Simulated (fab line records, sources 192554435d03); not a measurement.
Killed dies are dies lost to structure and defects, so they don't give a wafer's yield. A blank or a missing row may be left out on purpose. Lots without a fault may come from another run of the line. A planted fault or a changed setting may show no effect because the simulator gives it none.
Chamber matching | flow n5_finfet | N5_DUMMY_GATE_STRIP_48 on rie_diel-05: 4 sister chambers
The step strips in N2/H2, time 20 s. 14 wafers are shown with their chamber, then 7 later ones without.

WAFERS WITH THEIR CHAMBER
wafer  | chamber | showerhead_plenum_p_Torr (Torr) | throttle_valve_pct (%) | oes_product_au (a.u.)
L074.2 | 2       | 3.50                            | 12.19                  | 0.74
L074.3 | 1       | 3.24                            | 12.56                  | 0.75
L074.4 | 0       | 3.57                            | 11.94                  | 0.90
L080.2 | 1       | 3.23                            | 12.58                  | 0.74
L080.4 | 0       | 3.56                            | 11.99                  | 0.87
L080.5 | 1       | 3.23                            | 12.59                  | 0.75
L084.3 | 2       | 3.49                            | 12.25                  | 0.73
L084.5 | 2       | 3.49                            | 12.27                  | 0.73
L084.6 | 3       | 3.50                            | 12.33                  | 0.73
L087.2 | 2       | 3.49                            | 12.26                  | 0.73
L087.3 | 1       | 3.23                            | 12.62                  | 0.73
L087.4 | 3       | 3.50                            | 12.33                  | 0.73
L090.1 | 3       | 3.50                            | 12.34                  | 0.72
L090.2 | 1       | 3.23                            | 12.62                  | 0.72

SIGNATURES (means of the wafers above)
reading                  | chamber 0 | chamber 1 | chamber 2 | chamber 3 | scatter within a chamber
showerhead_plenum_p_Torr | 3.5650    | 3.2320    | 3.4925    | 3.5000    | 0.00453
throttle_valve_pct       | 11.9650   | 12.5940   | 12.2425   | 12.3333   | 0.0281
oes_product_au           | 0.8850    | 0.7380    | 0.7325    | 0.7267    | 0.0113
Rule: a wafer's distance from a chamber is the root of the sum, over the readings, of the square of ((its reading less the chamber's mean) divided by the reading's scatter). The wafer belongs to the nearest chamber; if the next one is less than 2 further off, it can't be placed. The scatter: the root of (the sum of the squares of (reading less its chamber's mean) over the shown wafers, divided by (wafers less chambers)).

WAFERS WITHOUT THEIR CHAMBER
wafer  | showerhead_plenum_p_Torr (Torr) | throttle_valve_pct (%) | oes_product_au (a.u.)
L090.3 | 3.48                            | 12.27                  | 0.72
L091.2 | 3.49                            | 12.36                  | 0.72
L091.4 | 3.55                            | 12.04                  | 0.86
L091.5 | 3.22                            | 12.64                  | 0.72
L095.2 | 3.49                            | 12.37                  | 0.72
L095.3 | 3.54                            | 12.06                  | 0.85
L095.5 | 3.49                            | 12.38                  | 0.72

WHICH CHAMBER EACH WENT THROUGH
wafer  | from the rows above     | in truth
L090.3 | can't be placed: 2 or 3 | 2
L091.2 | can't be placed: 3 or 2 | 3
L091.4 | 0                       | 0
L091.5 | 1                       | 1
L095.2 | 3                       | 3
L095.3 | 0                       | 0
L095.5 | 3                       | 3
Placed correctly: 5 of 7. Can't be placed from these rows: 2 (the true chamber is among the candidates in 2). Placed wrongly: 0.
